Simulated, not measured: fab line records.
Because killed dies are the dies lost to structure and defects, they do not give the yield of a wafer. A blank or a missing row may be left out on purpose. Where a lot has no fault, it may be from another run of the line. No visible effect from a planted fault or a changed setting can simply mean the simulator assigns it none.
fab line records -- flow nand_harc
record: lots: 12, wafers: 36, last_day: 34
route steps=1302 shown P_GATE@156 P_CONTACT@218
lots that met no fault: taken from a fault-free run of the same line
start_h: the number of hours between the record's first day and the start of the first shown wafer of the lot -- wait_h: hours from the lot's prior step to this one -- " same as the row above -- L1.1+2: several wafers, shown together as one row -- - no value, or no start given -- * or withheld: withheld -- < > ~ a bound
route shown NAME@n: a module of which the file shows steps, and the number in the route of the first -- usual: mean/standard deviation taken from wafers without a fault -- same: alike in all rows -- chamber/n: place in a boat -- sites: the reading at each site -- _std_site: the standard deviation of these -- _edge_site: mean of outer sites minus mean of inner sites -- radius_mm: how far each site lies from the wafer's centre -- mask NAME#n: copy n -- behind: tool/chamber where the wafer was last shaped -- hold: cause of the lot's hold/its duration in hours/its outcome -- device: transistor that didn't switch, given as n, p or np -- end of line: the route-end tests of the same wafers -- a step with no rows: only its recipe -- killed: count of dies lost to structure and defects at first sort (not the wafer's yield) -- map: per-die view of a wafer (x killed, . not killed, _ where there is no die)
set.NAME: setting as actually run; set.NAME@STEP: the setting as run at that earlier step -- model.NAME: the simulator's own value behind a step, which no gauge read
a sample of lots followed through the steps of the route, with each step as a table and each wafer as a row
services: the hour from which a tool's chamber was out of use, counted from the record's first day as start_h (under 0 if before that day), plus the number of hours and why
== steps ==
step: NHARC_P_GATE_ETCHBACK_37
recipe: target_depth_a: 345, time_s: 17.2, chf3_flow_sccm: 50, o2_flow_sccm: 10, ar_flow_sccm: 200, rf_w: 500, bias_w: 200, chemistry: CHF3/O2
usual: drypump_motor_current_A: 5.8/0.53, oes_product_au: 0.95/0.034, rf_vpp_V: 372.1/2.2, showerhead_plenum_p_Torr: 2.47/0.089, throttle_valve_pct: 20.574/0.0092
lot.wafer,tool,chamber,start_h,wait_h,drypump_motor_current_A,oes_product_au,rf_hours_counter_h,rf_vpp_V,showerhead_plenum_p_Torr,throttle_valve_pct
L437.3,rie_diel-01,2,-,-,4.9,1.00,4.8,370.6,2.39,20.575
L437.2,rie_diel-01,3,-,-,5.7,1.01,4.7,371.2,2.38,20.565
L437.5,rie_diel-01,2,-,-,4.9,1.00,-,370.6,2.39,20.572
L439.4,rie_diel-07,0,-,-,5.2,1.00,-,373.7,2.56,20.567
L439.5,rie_diel-07,1,-,-,6.6,0.99,-,366.8,2.30,20.578
L439.6,rie_diel-07,3,-,-,5.8,1.00,-,374.1,2.57,20.585
L440.2,rie_diel-07,0,-,-,5.2,0.93,0.8,374.2,2.56,20.575
L440.1,rie_diel-07,1,-,-,6.5,0.92,0.7,369.1,2.30,20.570
L440.5,rie_diel-07,1,-,-,6.5,0.91,-,368.1,2.30,20.576
L441.3,rie_diel-07,1,-,-,6.6,0.94,1.2,368.1,2.30,20.575
L441.1,rie_diel-07,2,-,-,5.6,0.95,0.8,373.4,2.52,20.586
L441.5,rie_diel-07,0,-,-,5.2,0.94,-,374.1,2.56,20.582
L443.2,rie_diel-05,0,-,-,5.8,0.92,5.7,371.7,2.45,20.564
L443.6,rie_diel-05,3,-,-,6.0,0.93,-,374.1,2.56,20.567
L443.5,rie_diel-05,0,-,-,5.8,0.93,-,371.7,2.45,20.571
L444.1,rie_diel-01,2,-,-,4.9,0.93,11.1,369.9,2.39,20.576
L444.6,rie_diel-01,3,-,-,5.7,0.92,-,370.2,2.38,20.580
L444.4,rie_diel-01,1,-,-,6.0,0.92,-,373.4,2.49,20.573
L445.2,rie_diel-05,1,-,-,6.5,0.93,9.0,372.0,2.44,20.564
L445.1,rie_diel-05,2,-,-,6.6,0.93,8.2,370.2,2.41,20.568
L445.5,rie_diel-05,1,-,-,6.5,0.93,-,371.3,2.44,20.579
L446.3,rie_diel-07,3,-,-,5.8,0.92,3.7,375.0,2.57,20.583
L446.6,rie_diel-07,2,-,-,5.6,0.93,-,372.7,2.52,20.583
L446.4,rie_diel-07,3,-,-,5.8,0.93,-,373.3,2.57,20.578
L454.3,rie_diel-01,1,-,-,6.0,0.94,3.9,372.0,2.49,20.569
L454.2,rie_diel-01,3,-,-,5.7,0.94,3.6,369.1,2.38,20.564
L454.4,rie_diel-01,0,-,-,6.2,0.93,3.3,375.1,2.57,20.584
L458.2,rie_diel-07,0,-,-,5.2,0.93,0.0,373.6,2.56,20.581
L458.1,rie_diel-07,1,-,-,6.6,0.94,0.1,367.2,2.30,20.565
L458.3,rie_diel-07,0,-,-,5.2,0.94,-,373.8,2.56,20.578
L459.2,rie_diel-01,2,-,-,4.9,1.01,6.6,371.1,2.38,20.561
L459.5,rie_diel-01,1,-,-,5.9,1.00,-,373.0,2.48,20.562
L459.6,rie_diel-01,2,-,-,4.9,1.01,-,369.8,2.38,20.565
L460.3,rie_diel-07,3,-,-,5.8,0.92,0.1,374.1,2.57,20.580
L460.2,rie_diel-07,0,-,-,5.2,0.93,0.9,373.5,2.55,20.586
L460.6,rie_diel-07,0,-,-,5.2,0.92,-,374.7,2.55,20.579
step: NHARC_P_GATE_STRIP_75
recipe: power_w: 1500, temp_c: 250, chemistry: O2
usual: drypump_motor_current_A: 5.5/0.49, heater_power_w: 340/21
lot.wafer,tool,chamber,start_h,wait_h,drypump_motor_current_A,heater_power_w,rf_hours_counter_h
L437.2,plasma_asher-01,0,109.34,0.2,5.9,299,25
L437.3,plasma_asher-01,1,109.34,0.2,5.8,322,-
L437.5,plasma_asher-01,1,109.34,0.2,5.8,323,-
L439.4,plasma_asher-02,0,132.46,0.1,4.8,343,-
L439.5,plasma_asher-02,1,132.46,0.1,5.8,359,-
L439.6,plasma_asher-02,0,132.46,0.1,4.8,345,-
L440.1,plasma_asher-02,1,138.94,0.3,5.8,365,10
L440.2,plasma_asher-02,0,138.94,0.3,4.8,339,10
L440.5,plasma_asher-02,0,138.94,0.3,4.8,338,-
L441.1,plasma_asher-02,1,148.13,0.2,5.8,367,14
L441.3,plasma_asher-02,1,148.13,0.2,5.7,360,-
L441.5,plasma_asher-02,1,148.13,0.2,5.8,375,-
L443.2,plasma_asher-02,0,170.05,0.2,4.8,341,23
L443.6,plasma_asher-02,1,170.05,0.2,5.8,369,-
L443.5,plasma_asher-02,0,170.05,0.2,4.8,343,-
L444.1,plasma_asher-01,0,178.69,0.2,5.9,303,1
L444.4,plasma_asher-01,1,178.69,0.2,5.8,327,-
L444.6,plasma_asher-01,1,178.69,0.2,5.8,338,-
L445.1,plasma_asher-02,0,194.94,0.3,4.8,337,28
L445.2,plasma_asher-02,1,194.94,0.3,5.7,361,28
L445.5,plasma_asher-02,1,194.94,0.3,5.7,363,-
L446.3,plasma_asher-01,1,209.78,0.2,5.8,338,-
L446.4,plasma_asher-01,0,209.78,0.2,6.0,307,-
L446.6,plasma_asher-01,1,209.78,0.2,5.8,337,-
L454.2,plasma_asher-01,1,274.09,0.2,5.8,336,21
L454.3,plasma_asher-01,0,274.09,0.2,6.0,297,-
L454.4,plasma_asher-01,1,274.09,0.2,5.8,337,-
L458.2,plasma_asher-02,0,317.35,0.2,4.8,355,7
L458.1,plasma_asher-02,1,317.35,0.2,5.8,346,7
L458.3,plasma_asher-02,1,317.35,0.2,5.8,339,-
L459.2,plasma_asher-02,0,333.39,0.2,4.8,352,12
L459.5,plasma_asher-02,1,333.39,0.2,5.8,346,-
L459.6,plasma_asher-02,0,333.39,0.2,4.8,347,-
L460.2,plasma_asher-01,0,334.21,0.3,6.0,297,30
L460.3,plasma_asher-01,0,334.21,0.3,5.9,302,-
L460.6,plasma_asher-01,0,334.21,0.3,6.0,297,-
step: NHARC_P_GATE_EXPOSE_88
recipe: na: 0.6, target_cd_nm: 2000, dose_mj: 11.87, mask_id: P_HVN
lot.wafer,tool,chamber,start_h,wait_h,mask
L437.2+3+5,krf_scanner-04,0,111.87,-,P_HVN#0
L439.4+5+6,krf_scanner-02,0,134.94,-,P_HVN#0
L440.1+2+5,krf_scanner-04,0,141.39,-,P_HVN#0
L441.1+3+5,krf_scanner-03,0,150.47,-,P_HVN#0
L443.2+5+6,krf_scanner-02,0,172.40,-,P_HVN#0
L444.1+4+6,krf_scanner-03,0,181.18,-,P_HVN#0
L445.1+2+5,krf_scanner-03,0,197.30,-,P_HVN#0
L446.3+4+6,krf_scanner-03,0,212.00,-,P_HVN_R1#0
L454.2+3+4,krf_scanner-03,0,276.56,-,P_HVN#0
L458.1+2+3,krf_scanner-04,0,319.71,-,P_HVN#0
L459.2+5+6,krf_scanner-03,0,336.40,-,P_HVN#0
L460.2+3+6,krf_scanner-02,0,337.18,-,P_HVN#0
step: NHARC_P_GATE_CD_MEAS_91
recipe: target_cd_nm: 2000, landing_energy_ev: 500
usual: cd_nm: 1999.8/1.5
lot.wafer,tool,chamber,start_h,wait_h,cd_nm
L437.2,cd_sem-03,0,112.02,-,1998.1
L437.3,cd_sem-03,0,112.02,-,1999.7
L437.5,cd_sem-03,0,112.02,-,1998.2
L439.4,cd_sem-03,0,135.09,-,2001.2
L439.5,cd_sem-03,0,135.09,-,2000.8
L439.6,cd_sem-03,0,135.09,-,2001.4
L440.1,cd_sem-01,0,141.55,-,1997.3
L440.2,cd_sem-01,0,141.55,-,1999.2
L440.5,cd_sem-01,0,141.55,-,1997.6
L441.1,cd_sem-01,0,150.63,-,2000.0
L441.3,cd_sem-01,0,150.63,-,1998.5
L441.5,cd_sem-01,0,150.63,-,1999.2
L443.2,cd_sem-03,0,172.55,-,2000.6
L443.5,cd_sem-03,0,172.55,-,1999.0
L443.6,cd_sem-03,0,172.55,-,2001.5
L444.1,cd_sem-02,0,181.34,-,1998.5
L444.4,cd_sem-02,0,181.34,-,1997.8
L444.6,cd_sem-02,0,181.34,-,1997.4
L445.1,cd_sem-03,0,197.46,-,2000.2
L445.2,cd_sem-03,0,197.46,-,2000.7
L445.5,cd_sem-03,0,197.46,-,2001.6
L446.3,cd_sem-01,0,212.15,-,2055.8
L446.4,cd_sem-01,0,212.15,-,2055.1
L446.6,cd_sem-01,0,212.15,-,2056.1
L454.2,cd_sem-02,0,276.71,-,1999.6
L454.3,cd_sem-02,0,276.71,-,2000.4
L454.4,cd_sem-02,0,276.71,-,1999.3
L458.1,cd_sem-01,0,319.86,-,2000.8
L458.2,cd_sem-01,0,319.86,-,2000.5
L458.3,cd_sem-01,0,319.86,-,2000.3
L459.2,cd_sem-03,0,336.55,-,2003.0
L459.5,cd_sem-03,0,336.55,-,2002.4
L459.6,cd_sem-03,0,336.55,-,2001.9
L460.2,cd_sem-02,0,337.34,-,1998.9
L460.3,cd_sem-02,0,337.34,-,2002.4
L460.6,cd_sem-02,0,337.34,-,2001.4
step: NHARC_P_CONTACT_DEP_00
recipe: target_thk_a: 5000, temp_c: 400, pressure_torr: 6.5, rf_w: 900, teos_flow_sccm: 161.4, flow_sccm: 2650, target_thk_nm: 500, gas: O2, material: SiO2
usual: heater_power_w: 538/71, showerhead_vpp_V: 1825/98, throttle_valve_pct: 16.0/0.46
lot.wafer,tool,chamber,start_h,wait_h,heater_power_w,showerhead_vpp_V,throttle_valve_pct
L437.2,pecvd-03,1,-,-,450,1850,16.0
L437.3,pecvd-03,2,-,-,510,1876,15.4
L437.5,pecvd-03,0,-,-,635,1630,16.3
L439.5,pecvd-03,2,-,-,531,1863,15.5
L439.4,pecvd-03,0,-,-,669,1625,16.8
L439.6,pecvd-03,1,-,-,523,1828,16.3
L440.2,pecvd-02,0,-,-,365,1877,15.5
L440.1,pecvd-02,2,-,-,508,1926,15.7
L440.5,pecvd-02,0,-,-,388,1890,15.9
L441.3,pecvd-03,1,-,-,384,1828,16.3
L441.1,pecvd-03,0,-,-,679,1632,16.6
L441.5,pecvd-03,2,-,-,571,1870,15.6
L443.2,pecvd-02,2,-,-,543,1923,15.8
L443.5,pecvd-02,0,-,-,487,1849,15.6
L443.6,pecvd-02,1,-,-,496,1885,16.0
L444.1,pecvd-03,0,-,-,676,1626,16.9
L444.6,pecvd-03,1,-,-,395,1823,16.5
L444.4,pecvd-03,2,-,-,577,1874,15.6
L445.2,pecvd-03,0,-,-,595,1670,16.2
L445.1,pecvd-03,1,-,-,517,1865,15.6
L445.5,pecvd-03,2,-,-,533,1862,15.8
L446.3,pecvd-04,2,-,-,486,1929,16.6
L446.6,pecvd-04,0,-,-,596,1842,16.5
L446.4,pecvd-04,2,-,-,533,1886,16.3
L454.3,pecvd-03,1,-,-,476,1854,15.7
L454.2,pecvd-03,2,-,-,516,1833,15.7
L454.4,pecvd-03,2,-,-,521,1850,15.9
L458.1,pecvd-03,1,-,-,520,1840,15.7
L458.2,pecvd-03,2,-,-,482,1876,15.8
L458.3,pecvd-03,0,-,-,584,1654,16.4
L459.2,pecvd-03,2,-,-,452,1864,16.3
L459.5,pecvd-03,0,-,-,633,1632,16.4
L459.6,pecvd-03,1,-,-,494,1856,15.7
L460.3,pecvd-04,2,-,-,573,1913,16.5
L460.2,pecvd-04,1,-,-,642,1797,16.4
L460.6,pecvd-04,0,-,-,571,1860,16.6
== services ==
tool,chamber,start_h,hours,kind
rie_diel-07,1,84.54,8.1,repair
plasma_asher-02,-,89.20,9.0,pm
krf_scanner-02,-,94.00,4.0,pm
rie_diel-07,-,117.20,9.0,pm
plasma_asher-01,-,125.26,32.1,repair
rie_diel-07,2,128.38,5.2,repair
rie_diel-01,0,147.24,33.8,repair
pecvd-03,1,162.61,5.5,repair
plasma_asher-01,-,165.26,9.0,pm
krf_scanner-04,-,182.00,4.0,pm
pecvd-03,-,185.22,13.0,pm
rie_diel-07,1,200.25,9.8,repair
rie_diel-01,-,203.80,9.0,pm
plasma_asher-01,-,215.15,3.5,repair
krf_scanner-03,-,224.14,4.0,pm
plasma_asher-02,-,266.20,9.0,pm
krf_scanner-03,-,273.63,0.4,repair
rie_diel-07,-,294.20,9.0,pm
rie_diel-01,2,294.76,7.8,repair
rie_diel-07,2,313.06,3.7,repair
rie_diel-07,3,313.56,14.5,repair
rie_diel-07,1,324.01,8.8,repair
krf_scanner-03,-,336.74,1.9,repair
rie_diel-01,2,338.17,7.4,repair
== key ==
first_sign: step: NHARC_P_GATE_EXPOSE_88, reading: mask, direction: changed
effect: step: NHARC_P_GATE_CD_MEAS_91, reading: cd_nm, direction: up, sigmas: 38, usual: 1999.8, struck: 2055.7
met_at NHARC_P_GATE_EXPOSE_88
struck_lots L446
tester_left_out L446
not_acting_at NHARC_P_GATE_ETCHBACK_37,NHARC_P_GATE_STRIP_75,NHARC_P_CONTACT_DEP_00
onset_between 197.30 212.00
fault: kind: wrong_mask, tool: any, chamber: -, onset_h: 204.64, steps: NHARC_P_GATE_EXPOSE_88, aux_copy: P_HVN_R1#0, cd_offset_nm: 54.884, scope: struck_lots_only
tester_left_out: of these lots the tester's yield and bins aren't shown, on N5 and GAA mostly nor the transistor test; their killed dies are dies lost to structure and defects alone, not to doping, threshold or leakage, so they don't give the yield
